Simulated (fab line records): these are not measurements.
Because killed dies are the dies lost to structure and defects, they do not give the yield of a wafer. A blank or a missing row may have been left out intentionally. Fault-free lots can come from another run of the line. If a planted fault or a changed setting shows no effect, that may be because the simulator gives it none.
fab line records ; flow n5_finfet
[record] lots = 10; wafers = 29; last_day = 17
route steps=1938 shown MOL_CONTACT_COAG@576 PASSIVATION@1936
lots that met no fault: taken from a fault-free run of the same line
start_h: the number of hours between the record's first day and the start of the first shown wafer of the lot ; wait_h: how many hours have passed since the lot's step before this one ; " the same as in the row above ; L1.1+2: several wafers, shown together as one row ; - no value, or no start was given ; * or withheld: withheld ; < > ~ a bound
route shown NAME@n: names a module that has steps shown in the file, with the first one's number in the route ; usual: mean/standard deviation of fault-free wafers ; same: alike in all rows ; chamber/n: place in a boat ; sites: per-site readings ; _std_site: standard deviation of those values ; _edge_site: outer sites' mean less inner sites' ; radius_mm: how far each site lies from the wafer's centre ; mask NAME#n: copy n ; behind: tool/chamber where the wafer was last shaped ; hold: what put the lot on hold/how long, in hours/how the hold closed ; device: the transistor (n, p or np) that didn't switch ; end of line: the tests these same wafers got at the end of their route ; step lacking rows: just its recipe ; killed: count of dies lost to structure and defects at first sort (not the wafer's yield) ; map: per-die view of a wafer (x killed, . not killed, _ where there is no die)
set.NAME: the run value of the setting; set.NAME@STEP: its run value at that earlier step ; model.NAME: the simulator's own value behind a step, which no gauge read
route steps across a sampled set of lots; one table per step, one row per wafer
services: from which hour (start_h, from the record's first day; less than 0 if before it) a tool's chamber was out of use, for how many hours, and why
[[steps]]
[step N5_MOL_CONTACT_COAG_DESCUM_88]
[recipe] chemistry = O2; time_s = 7; source_power_w = 50; bias_power_w = 20; pressure_mtorr = 20; rf_frequency_hz = 2.712e+07; temp_c = 40; resist = CAR-EUV; o2_flow_sccm = 225
[usual] drypump_motor_current_A = 5.6/0.38; o2_flow_sccm = 225.0/0.74; oes_product_au = 0.80/0.08; rf_fwd_power_W = 49.40/0.22; rf_vpp_V = 243.2/1.3; showerhead_plenum_p_Torr = 2.09/0.054; throttle_valve_pct = 20.41/0.27
lot.wafer;tool;chamber;start_h;wait_h;drypump_motor_current_A;o2_flow_sccm;oes_product_au;rf_fwd_power_W;rf_hours_counter_h;rf_vpp_V;showerhead_plenum_p_Torr;throttle_valve_pct
L464.2;rie_diel-05;1;97.87;0.0;5.5;225.7;0.76;49.39;167;243.9;2.07;20.67
L464.4;rie_diel-05;0;97.87;0.0;5.5;224.4;0.85;49.20;42;244.5;2.23;20.08
L464.5;rie_diel-05;0;97.87;0.0;5.5;224.6;0.85;49.14;-;244.0;2.23;20.08
L466.1;rie_diel-05;0;111.24;0.0;5.5;224.8;0.84;49.63;45;246.1;2.22;20.09
L466.2;rie_diel-05;3;111.24;0.0;5.6;224.3;0.74;49.30;166;242.9;2.09;20.45
L466.3;rie_diel-05;2;111.24;0.0;6.2;225.7;0.71;49.78;199;244.3;2.14;20.42
L467.2;rie_diel-05;3;116.75;0.0;5.6;225.4;0.75;49.07;167;243.2;2.09;20.44
L467.3;rie_diel-05;1;116.75;0.0;5.5;224.6;0.76;49.42;173;243.7;2.07;20.68
L467.6;rie_diel-05;0;116.75;0.0;5.5;226.3;0.85;49.24;-;246.5;2.22;20.10
L468.2;rie_diel-01;1;123.51;0.0;5.6;224.6;0.96;49.55;11;243.6;2.12;19.86
L468.3;rie_diel-01;0;123.51;0.0;5.1;223.8;0.87;49.03;49;242.7;2.06;20.19
L468.5;rie_diel-01;3;123.51;0.0;5.2;225.4;0.90;49.90;-;242.1;2.06;20.51
L469.1;rie_diel-05;2;129.63;0.2;6.2;224.6;0.71;49.57;206;243.9;2.14;20.40
L469.4;rie_diel-05;2;129.63;0.2;6.2;224.1;0.72;49.26;-;243.7;2.14;20.42
L469.6;rie_diel-05;3;129.63;0.2;5.6;225.0;0.74;49.34;-;243.9;2.08;20.47
L474.1;rie_diel-01;1;162.53;0.0;5.5;225.4;0.91;49.55;28;243.1;2.12;19.90
L474.5;rie_diel-01;0;162.53;0.0;5.1;225.0;0.84;49.32;-;242.9;2.06;20.22
L474.6;rie_diel-01;1;162.53;0.0;5.6;225.6;0.91;49.58;-;242.5;2.12;19.89
L475.4;rie_diel-01;0;168.27;0.0;5.1;224.7;0.83;48.93;68;241.1;2.06;20.23
L475.5;rie_diel-01;2;168.27;0.0;5.8;224.8;0.70;49.36;-;243.3;2.06;20.79
L475.6;rie_diel-01;1;168.27;0.0;5.6;225.2;0.91;49.55;-;243.8;2.12;19.89
L481.1;rie_diel-01;0;204.27;0.0;5.1;224.9;0.82;48.79;80;242.7;2.05;20.25
L481.3;rie_diel-01;1;204.27;0.0;5.6;225.4;0.90;49.61;42;243.9;2.11;19.91
L481.5;rie_diel-01;2;204.27;0.0;5.8;224.8;0.69;49.45;-;244.0;2.05;20.82
L486.1;rie_diel-01;3;228.57;0.2;5.2;225.5;0.84;49.68;69;242.4;2.05;20.56
L486.5;rie_diel-01;0;228.57;0.2;5.1;225.6;0.81;49.20;-;241.4;2.05;20.25
L487.2;rie_diel-05;3;235.75;0.0;5.6;226.4;0.70;49.45;211;243.8;2.07;20.51
L487.3;rie_diel-05;1;235.75;0.0;5.5;224.8;0.72;49.73;216;242.5;2.05;20.73
L487.6;rie_diel-05;1;235.75;0.0;5.5;224.2;0.72;49.69;-;241.9;2.05;20.74
[step N5_MOL_CONTACT_COAG_ALD_131]
[recipe] material = SiO2; target_thk_a = 50; temp_c = 100; ald_precursor_family = BDEAS; ald_co_reactant = O2-plasma; pulse_time_s = 1; co_reactant_pulse_time_s = 1; purge_time_s = 2; co_reactant_purge_time_s = 2; ald_cycles = 35; pressure_torr = 2
[usual] heater_power_w = 83/11; precursor_pulse_height_rel = 1.000/0.019; susceptor_temp_C = 99.99/0.11
lot.wafer;tool;chamber;start_h;wait_h;heater_power_w;precursor_pulse_height_rel;susceptor_temp_C
L464.2;ald_sin-02;2;98.10;0.1;83;1.037;100.12
L464.4;ald_sin-02;0;98.10;0.1;82;1.012;100.26
L464.5;ald_sin-02;1;98.10;0.1;78;0.992;99.83
L466.1;ald_sin-02;2;111.37;0.1;85;1.009;99.88
L466.2;ald_sin-02;3;111.37;0.1;103;0.977;99.85
L466.3;ald_sin-02;0;111.37;0.1;84;0.997;100.04
L467.2;ald_sin-04;3;116.89;0.1;83;0.987;99.88
L467.3;ald_sin-04;0;116.89;0.1;81;0.998;100.00
L467.6;ald_sin-04;0;116.89;0.1;83;1.034;100.13
L468.2;ald_sin-04;1;123.64;0.1;102;0.986;99.97
L468.3;ald_sin-04;2;123.64;0.1;63;1.026;100.12
L468.5;ald_sin-04;0;123.64;0.1;81;0.979;100.13
L469.1;ald_sin-03;0;129.76;0.1;85;1.002;99.99
L469.4;ald_sin-03;3;129.76;0.1;71;0.968;99.97
L469.6;ald_sin-03;3;129.76;0.1;69;0.983;100.10
L474.1;ald_sin-04;2;162.66;0.1;63;1.007;99.93
L474.5;ald_sin-04;3;162.66;0.1;82;1.008;100.13
L474.6;ald_sin-04;0;162.66;0.1;81;1.033;99.96
L475.4;ald_sin-04;2;168.41;0.1;64;0.979;99.90
L475.5;ald_sin-04;0;168.41;0.1;83;1.005;99.86
L475.6;ald_sin-04;3;168.41;0.1;81;0.970;100.08
L481.1;ald_sin-02;0;204.41;0.1;81;1.024;99.92
L481.3;ald_sin-02;2;204.41;0.1;88;1.003;99.84
L481.5;ald_sin-02;1;204.41;0.1;76;0.998;100.08
L486.1;ald_sin-04;2;228.92;0.3;65;1.000;99.92
L486.5;ald_sin-04;1;228.92;0.3;100;1.014;99.99
L487.2;ald_sin-02;3;235.89;0.1;99;0.977;100.15
L487.3;ald_sin-02;1;235.89;0.1;79;0.995;99.88
L487.6;ald_sin-02;3;235.89;0.1;99;0.991;100.09
[step N5_MOL_CONTACT_COAG_INSPECT_42]
[recipe] mode = adi; inspect_instrument = brightfield
[usual] raw_defect_count = 209/63
lot.wafer;tool;chamber;start_h;wait_h;raw_defect_count
L464.2;defect_inspect-02;-;99.45;0.0;306
L464.4;defect_inspect-02;-;99.45;0.0;223
L464.5;defect_inspect-02;-;99.45;0.0;322
L466.1;defect_inspect-02;-;112.49;0.1;246
L466.2;defect_inspect-02;-;112.49;0.1;273
L466.3;defect_inspect-02;-;112.49;0.1;259
L467.2;defect_inspect-01;-;117.97;0.0;202
L467.3;defect_inspect-01;-;117.97;0.0;175
L467.6;defect_inspect-01;-;117.97;0.0;133
L468.2;defect_inspect-01;-;124.85;0.0;117
L468.3;defect_inspect-01;-;124.85;0.0;163
L468.5;defect_inspect-01;-;124.85;0.0;177
L469.1;defect_inspect-01;-;130.99;0.1;221
L469.4;defect_inspect-01;-;130.99;0.1;200
L469.6;defect_inspect-01;-;130.99;0.1;209
L474.1;defect_inspect-01;-;163.80;0.1;535
L474.5;defect_inspect-01;-;163.80;0.1;123
L474.6;defect_inspect-01;-;163.80;0.1;158
L475.4;defect_inspect-01;-;169.51;0.0;593
L475.5;defect_inspect-01;-;169.51;0.0;119
L475.6;defect_inspect-01;-;169.51;0.0;146
L481.1;defect_inspect-01;-;205.51;0.1;101
L481.3;defect_inspect-01;-;205.51;0.1;147
L481.5;defect_inspect-01;-;205.51;0.1;103
L486.1;defect_inspect-02;-;230.17;0.1;296
L486.5;defect_inspect-02;-;230.17;0.1;402
L487.2;defect_inspect-01;-;236.97;0.0;196
L487.3;defect_inspect-01;-;236.97;0.0;165
L487.6;defect_inspect-01;-;236.97;0.0;173
[step N5_MOL_CONTACT_COAG_ETCHBACK_136]
[recipe] chemistry = CHF3; target = SiO2; target_depth_a = 250; time_s = 16.7; ion_energy_ev = 200; pressure_mtorr = 30; source_w = 610; bias_w = 170; Ar_flow_sccm = 200; CHF3_flow_sccm = 50
[usual] drypump_motor_current_A = 5.7/0.46; mfc_ar_sccm = 200.0/0.56; oes_product_au = 0.81/0.09; rf_fwd_power_W = 599/3.3; rf_vpp_V = 529/8.4; showerhead_plenum_p_Torr = 2.37/0.07; throttle_valve_pct = 18.70/0.28
lot.wafer;tool;chamber;start_h;wait_h;drypump_motor_current_A;mfc_ar_sccm;oes_product_au;rf_fwd_power_W;rf_hours_counter_h;rf_vpp_V;showerhead_plenum_p_Torr;throttle_valve_pct
L464.2;rie_diel-03;2;99.94;0.0;5.9;199.7;0.94;597;8;542;2.33;18.57
L464.4;rie_diel-03;3;99.94;0.0;5.6;199.8;0.86;597;71;533;2.51;18.68
L464.5;rie_diel-03;0;99.94;0.0;5.5;199.5;0.69;604;-;520;2.26;18.60
L466.1;rie_diel-03;1;113.15;0.0;6.7;199.6;0.98;602;6;540;2.32;18.45
L466.2;rie_diel-03;0;113.15;0.0;5.5;200.2;0.68;604;230;521;2.26;18.61
L466.3;rie_diel-03;3;113.15;0.0;5.6;200.8;0.85;603;76;534;2.51;18.69
L467.2;rie_diel-05;3;118.44;0.0;5.6;200.0;0.75;595;168;514;2.39;18.87
L467.3;rie_diel-05;1;118.44;0.0;5.5;200.8;0.75;603;174;524;2.39;19.22
L467.6;rie_diel-05;3;118.44;0.0;5.6;199.8;0.75;597;-;513;2.39;18.84
L468.2;rie_diel-03;0;125.39;0.0;5.5;200.4;0.68;605;234;519;2.26;18.64
L468.3;rie_diel-03;3;125.39;0.0;5.6;200.1;0.85;600;80;533;2.50;18.69
L468.5;rie_diel-03;2;125.39;0.0;5.9;200.0;0.91;595;-;541;2.33;18.58
L469.1;rie_diel-05;2;132.11;0.0;6.2;199.5;0.70;600;207;526;2.45;18.86
L469.4;rie_diel-05;3;132.11;0.0;5.6;199.2;0.74;596;-;513;2.39;18.87
L469.6;rie_diel-05;2;132.11;0.0;6.1;199.3;0.70;599;-;526;2.45;18.85
L474.1;rie_diel-05;1;164.41;0.0;5.5;200.3;0.74;598;193;523;2.38;19.25
L474.5;rie_diel-05;3;164.41;0.0;5.6;199.7;0.73;600;-;511;2.38;18.88
L474.6;rie_diel-05;2;164.41;0.0;6.2;200.8;0.69;601;-;526;2.44;18.87
L475.4;rie_diel-03;1;170.00;0.0;6.8;199.8;0.94;602;-;540;2.32;18.46
L475.5;rie_diel-03;2;170.00;0.0;5.9;199.3;0.90;596;-;541;2.33;18.59
L475.6;rie_diel-03;3;170.00;0.0;5.6;199.6;0.84;597;-;533;2.50;18.72
L481.1;rie_diel-05;1;206.23;0.0;5.5;200.0;0.74;601;207;525;2.38;19.28
L481.3;rie_diel-05;0;206.23;0.0;5.6;200.3;0.81;599;75;536;2.48;18.28
L481.5;rie_diel-05;2;206.23;0.0;6.2;199.3;0.68;600;-;527;2.44;18.92
L486.1;rie_diel-05;1;230.65;0.0;5.5;199.2;0.73;600;214;523;2.37;19.29
L486.5;rie_diel-05;1;230.65;0.0;5.5;200.3;0.74;598;-;524;2.37;19.28
L487.2;rie_diel-05;3;237.44;0.0;5.6;200.8;0.71;599;212;512;2.38;18.93
L487.3;rie_diel-05;0;237.44;0.0;5.6;199.4;0.79;594;85;533;2.48;18.28
L487.6;rie_diel-05;2;237.44;0.0;6.2;200.5;0.67;600;-;525;2.43;18.92
[step N5_MOL_CONTACT_COAG_VIA_ETCH_117]
[recipe] chemistry = C4F6/O2; target_depth_a = 400; overetch_a = 80; mask_material = SOC; target = SiO2; bias_w = 455; pressure_mtorr = 10; time_s = 26; source_w = 325; Ar_flow_sccm = 300; C4F6_flow_sccm = 10; O2_flow_sccm = 10; ion_energy_ev = 575.3; ends = end_point
[usual] drypump_motor_current_A = 5.7/0.46; mfc_ar_sccm = 300.2/0.82; oes_product_au = 0.71/0.07; rf_fwd_power_W = 320.2/1.6; rf_vpp_V = 1601/23; showerhead_plenum_p_Torr = 2.83/0.082; throttle_valve_pct = 41.0/0.36
lot.wafer;tool;chamber;start_h;wait_h;drypump_motor_current_A;mfc_ar_sccm;oes_product_au;rf_fwd_power_W;rf_hours_counter_h;rf_vpp_V;showerhead_plenum_p_Torr;throttle_valve_pct
L464.2;rie_diel-03;2;99.97;0.0;5.9;299.9;0.82;319.6;8;1636;2.78;41.1
L464.4;rie_diel-03;3;99.97;0.0;5.6;299.4;0.76;319.5;71;1612;2.99;41.1
L464.5;rie_diel-03;0;99.97;0.0;5.5;301.6;0.63;321.4;-;1571;2.69;40.9
L466.1;rie_diel-03;1;113.19;0.0;6.7;300.9;0.86;319.2;6;1629;2.77;40.7
L466.2;rie_diel-03;0;113.19;0.0;5.5;300.1;0.62;320.5;230;1573;2.69;40.9
L466.3;rie_diel-03;3;113.19;0.0;5.6;300.3;0.76;319.9;76;1613;2.99;41.1
L467.2;rie_diel-05;3;118.48;0.0;5.6;300.8;0.66;320.8;168;1557;2.86;41.7
L467.3;rie_diel-05;1;118.48;0.0;5.5;298.6;0.67;320.8;174;1584;2.84;41.3
L467.6;rie_diel-05;3;118.48;0.0;5.6;300.6;0.66;319.4;-;1557;2.86;41.7
L468.2;rie_diel-03;0;125.42;0.0;5.5;300.9;0.63;323.5;234;1573;2.69;40.9
L468.3;rie_diel-03;3;125.42;0.0;5.6;301.2;0.75;319.5;80;1611;2.98;41.1
L468.5;rie_diel-03;2;125.42;0.0;6.0;299.2;0.79;318.3;-;1636;2.78;41.1
L469.1;rie_diel-05;2;132.14;0.0;6.1;299.9;0.64;319.8;207;1593;2.92;40.8
L469.4;rie_diel-05;3;132.14;0.0;5.6;300.5;0.66;320.4;-;1556;2.86;41.7
L469.6;rie_diel-05;2;132.14;0.0;6.2;299.8;0.64;320.9;-;1592;2.92;40.8
L474.1;rie_diel-05;1;164.44;0.0;5.5;301.4;0.66;318.6;193;1583;2.84;41.3
L474.5;rie_diel-05;3;164.44;0.0;5.6;300.9;0.65;319.8;-;1557;2.85;41.7
L474.6;rie_diel-05;2;164.44;0.0;6.2;300.5;0.62;320.6;-;1592;2.91;40.8
L475.4;rie_diel-03;1;170.03;0.0;6.7;300.2;0.82;320.5;-;1627;2.76;40.7
L475.5;rie_diel-03;2;170.03;0.0;5.9;302.1;0.78;317.8;-;1635;2.78;41.2
L475.6;rie_diel-03;3;170.03;0.0;5.7;299.0;0.73;320.7;-;1612;2.98;41.1
L481.1;rie_diel-05;1;206.27;0.0;5.5;300.7;0.65;322.0;207;1583;2.83;41.3
L481.3;rie_diel-05;0;206.27;0.0;5.5;299.4;0.73;321.6;75;1613;2.96;40.5
L481.5;rie_diel-05;2;206.27;0.0;6.2;298.7;0.63;320.0;-;1590;2.91;40.8
L486.1;rie_diel-05;1;230.68;0.0;5.5;299.2;0.65;321.7;214;1583;2.83;41.3
L486.5;rie_diel-05;1;230.68;0.0;5.5;300.4;0.64;322.4;-;1583;2.83;41.3
L487.2;rie_diel-05;3;237.47;0.0;5.6;300.1;0.65;320.9;212;1554;2.84;41.7
L487.3;rie_diel-05;0;237.47;0.0;5.5;299.9;0.72;318.9;85;1613;2.96;40.6
L487.6;rie_diel-05;2;237.47;0.0;6.2;299.1;0.62;320.1;-;1591;2.90;40.8
[step N5_PASSIVATION_PROBE_49]
[usual] killed_at_M0_to_M3 = 32/9.7; killed_at_M4_up = 14/5.3; killed_at_contacts = 11/6; killed_at_front_end = 39/14; killed_at_other = 3.3/2.7; killed_dies = 100/17; killed_open = 66/13; killed_short = 32/7.4
[same] gross_dies = 1180; killed_at_back_side = 0
lot.wafer;tool;chamber;start_h;wait_h;killed_at_M0_to_M3;killed_at_M4_up;killed_at_contacts;killed_at_front_end;killed_at_other;killed_dies;killed_open;killed_short
L467.2;prober-02;-;283.76;0.4;28;12;13;25;11;89;62;25
L467.3;prober-02;-;283.81;0.4;29;14;3;32;4;82;45;37
L467.6;prober-02;-;283.96;0.6;25;17;6;36;11;95;57;33
L474.1;prober-01;-;328.69;0.0;34;12;122;58;1;227;78;36
L474.5;prober-01;-;328.89;0.2;25;11;22;51;4;113;73;39
L474.6;prober-01;-;328.94;0.3;34;11;17;54;9;125;88;36
L475.4;prober-01;-;341.66;0.2;29;7;135;26;2;199;51;22
L475.5;prober-01;-;341.71;0.2;34;15;10;38;5;102;65;37
L475.6;prober-01;-;341.76;0.3;36;14;14;31;3;98;60;35
L481.3;prober-01;-;368.03;0.1;33;11;9;52;2;107;67;38
L486.1;prober-01;-;398.41;0.0;16;13;18;45;3;95;62;29
L486.5;prober-01;-;398.61;0.2;51;22;8;63;5;149;96;52
L487.2;prober-01;-;403.01;0.1;21;7;11;41;0;80;61;16
L487.3;prober-01;-;403.06;0.1;15;11;7;46;5;84;50;34
L487.6;prober-01;-;403.21;0.3;24;22;13;27;8;94;64;30
// killed by level:class
L467.2 MOL_CONTACT_COAG:geometric_particle:open=12 BEOL_M0:geometric_particle:open=7 BEOL_M1:geometric_particle:open=7 FIN_SAQP:geometric_particle:open=5 BEOL_M0_SAQP:geometric_particle:open=4 BEOL_M4:geometric_particle:open=4 PAD_METAL:geometric_particle:short=3 STI_FIN_REVEAL:geometric_particle:open=3
L467.3 FIN_SAQP:geometric_particle:short=9 BEOL_M0_SAQP:geometric_particle:short=8 BEOL_M3:geometric_particle:open=7 BEOL_M3:geometric_particle:short=5 FIN_SAQP:geometric_particle:open=4 BEOL_M7:geometric_particle:open=4 ILD0:geometric_particle:open=3 MOL_CONTACT_COAG:geometric_particle:open=3
L467.6 STI_FIN_REVEAL:geometric_particle:open=6 BEOL_M2:geometric_particle:open=6 STARTING-WAFER:geometric_particle:short=6 FIN_SAQP:geometric_particle:open=5 FIN_SAQP:geometric_particle:short=5 HKMG_FIN:area_etch=5 MOL_CONTACT_COAG:geometric_particle:open=4 BEOL_M1:geometric_particle:open=4
L474.1 MOL_CONTACT_COAG:unspecified=110 FIN_SAQP:geometric_particle:open=13 STI_FIN_REVEAL:geometric_particle:open=12 MOL_CONTACT_COAG:geometric_particle:open=12 FIN_SAQP:geometric_particle:short=10 BEOL_M0_SAQP:geometric_particle:open=9 BEOL_M0_SAQP:geometric_particle:short=8 DUMMY_GATE:geometric_particle:open=7
L474.5 FIN_SAQP:geometric_particle:short=16 STI_FIN_REVEAL:geometric_particle:open=15 MOL_CONTACT_COAG:geometric_particle:open=15 BEOL_M0_SAQP:geometric_particle:open=9 BEOL_M4:geometric_particle:open=8 FIN_SAQP:geometric_particle:open=7 MOL_CONTACT_COAG:geometric_particle:short=7 BEOL_M0_SAQP:geometric_particle:short=6
L474.6 STI_FIN_REVEAL:geometric_particle:open=20 MOL_CONTACT_COAG:geometric_particle:open=16 FIN_SAQP:geometric_particle:open=9 BEOL_M0_SAQP:geometric_particle:short=9 STI_FIN_REVEAL:geometric_particle:short=8 BEOL_M2:geometric_particle:open=7 BEOL_M0_SAQP:geometric_particle:open=7 BEOL_M4:geometric_particle:open=7
L475.4 MOL_CONTACT_COAG:unspecified=124 MOL_CONTACT_COAG:geometric_particle:open=10 BEOL_M3:geometric_particle:open=8 STI_FIN_REVEAL:geometric_particle:open=6 FIN_SAQP:geometric_particle:short=5 BEOL_M0_SAQP:geometric_particle:short=5 BEOL_M0:geometric_particle:open=4 BEOL_M0_SAQP:geometric_particle:open=3
L475.5 FIN_SAQP:geometric_particle:short=10 MOL_CONTACT_COAG:geometric_particle:open=10 BEOL_M4:geometric_particle:open=8 STI_FIN_REVEAL:geometric_particle:open=7 FIN_SAQP:geometric_particle:open=6 BEOL_M2:geometric_particle:open=6 BEOL_M3:geometric_particle:open=6 GATE_CUT:geometric_particle:short=5
L475.6 FIN_SAQP:geometric_particle:open=11 MOL_CONTACT_COAG:geometric_particle:open=11 BEOL_M0_SAQP:geometric_particle:short=9 BEOL_M2:geometric_particle:open=7 BEOL_M4:geometric_particle:open=7 FIN_SAQP:geometric_particle:short=6 BEOL_M1:geometric_particle:open=5 MOL_CONTACT_COAG:geometric_particle:short=3
L481.3 BEOL_M0_SAQP:geometric_particle:open=15 FIN_SAQP:geometric_particle:short=12 STI_FIN_REVEAL:geometric_particle:open=9 BEOL_M0_SAQP:geometric_particle:short=9 MOL_CONTACT_COAG:geometric_particle:open=8 STARTING-WAFER:geometric_particle:open=7 FIN_SAQP:geometric_particle:open=5 DUMMY_GATE:geometric_particle:open=5
L486.1 MOL_CONTACT_COAG:geometric_particle:open=13 FIN_SAQP:geometric_particle:open=8 STI_FIN_REVEAL:geometric_particle:open=7 BEOL_M3:geometric_particle:open=6 ILD0:geometric_particle:open=5 GATE_CUT:geometric_particle:short=5 MOL_CONTACT_COAG:geometric_particle:short=5 BEOL_M4:geometric_particle:open=5
L486.5 STI_FIN_REVEAL:geometric_particle:open=23 BEOL_M0_SAQP:geometric_particle:open=10 BEOL_M2:geometric_particle:open=10 BEOL_M0_SAQP:geometric_particle:short=8 BEOL_M3:geometric_particle:open=8 GATE_CUT:geometric_particle:short=7 MOL_CONTACT_COAG:geometric_particle:open=7 BEOL_M4:geometric_particle:open=7
L487.2 STI_FIN_REVEAL:geometric_particle:open=13 MOL_CONTACT_COAG:geometric_particle:open=8 FIN_SAQP:geometric_particle:open=7 BEOL_M0_SAQP:geometric_particle:open=7 STARTING-WAFER:geometric_particle:open=6 GATE_CUT:geometric_particle:short=4 BEOL_M0_SAQP:geometric_particle:short=4 BEOL_M3:geometric_particle:open=4
L487.3 STI_FIN_REVEAL:geometric_particle:open=10 GATE_CUT:geometric_particle:short=7 GATE_CUT:geometric_particle:open=6 MOL_CONTACT_COAG:geometric_particle:open=6 FIN_SAQP:geometric_particle:short=5 FIN_SAQP:geometric_particle:open=5 STI_FIN_REVEAL:geometric_particle:short=4 BEOL_M3:geometric_particle:open=4
L487.6 MOL_CONTACT_COAG:geometric_particle:open=11 STI_FIN_REVEAL:geometric_particle:open=8 BEOL_M0_SAQP:geometric_particle:open=7 BEOL_M4:geometric_particle:open=7 BEOL_M5:geometric_particle:open=5 GATE_CUT:geometric_particle:short=4 BEOL_M1:geometric_particle:open=4 PASS1_CAP:geometric_particle:short=4
[[services]]
tool;chamber;start_h;hours;kind
rie_diel-05;0;77.23;7.1;repair
rie_diel-03;1;79.92;-;clean
rie_diel-03;1;79.92;-;consumable_replace:focus_ring
rie_diel-03;1;79.92;18.9;scheduled_down
rie_diel-03;1;79.92;18.9;vent_cycle
ald_sin-03;-;85.54;14.0;pm
ald_sin-03;0;85.54;14.0;vent_cycle
ald_sin-03;1;85.54;14.0;vent_cycle
ald_sin-03;2;85.54;14.0;vent_cycle
ald_sin-03;3;85.54;14.0;vent_cycle
ald_sin-02;-;88.84;0.5;repair
rie_diel-01;1;94.09;2.9;repair
rie_diel-05;0;122.16;10.0;repair
rie_diel-03;-;128.90;15.6;pm
rie_diel-03;0;168.28;7.7;repair
rie_diel-01;-;178.16;0.7;repair
ald_sin-03;-;183.57;6.1;pm
rie_diel-03;0;190.42;-;clean
rie_diel-03;0;190.42;-;consumable_replace:esc
rie_diel-03;0;190.42;-;consumable_replace:focus_ring
rie_diel-03;0;190.42;-;consumable_replace:showerhead
rie_diel-03;0;190.42;35.4;scheduled_down
rie_diel-03;0;190.42;35.4;vent_cycle
rie_diel-05;1;213.01;3.8;repair
[[key]]
[first_sign] step = N5_MOL_CONTACT_COAG_INSPECT_42; reading = raw_defect_count; direction = up; sigmas = 5.6; usual = 209; struck = 564
[effect] step = N5_PASSIVATION_PROBE_49; reading = killed_at_contacts; direction = up; sigmas = 20; usual = 11; struck = 128
[more_kills_born_at] N5_MOL_CONTACT_COAG_ALD_131@ald_sin-04 = 234
met_at N5_MOL_CONTACT_COAG_ALD_131
struck_lots L474,L475
struck_wafers L474.1,L475.4
tester_left_out L474,L475
not_acting_at N5_MOL_CONTACT_COAG_DESCUM_88,N5_MOL_CONTACT_COAG_ETCHBACK_136,N5_MOL_CONTACT_COAG_VIA_ETCH_117
onset_between 123.64 162.66
[fault] kind = chamber_particle_source; tool = ald_sin-04; chamber = 2; onset_h = 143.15; steps = N5_MOL_CONTACT_COAG_ALD_131; rate_per_visit_cm2 = 0.63991; end_h = 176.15
// tester_left_out: of these lots the tester's yield and bins aren't shown, on N5 and GAA mostly nor the transistor test; their killed dies are dies lost to structure and defects alone, not to doping, threshold or leakage, so they don't give the yield
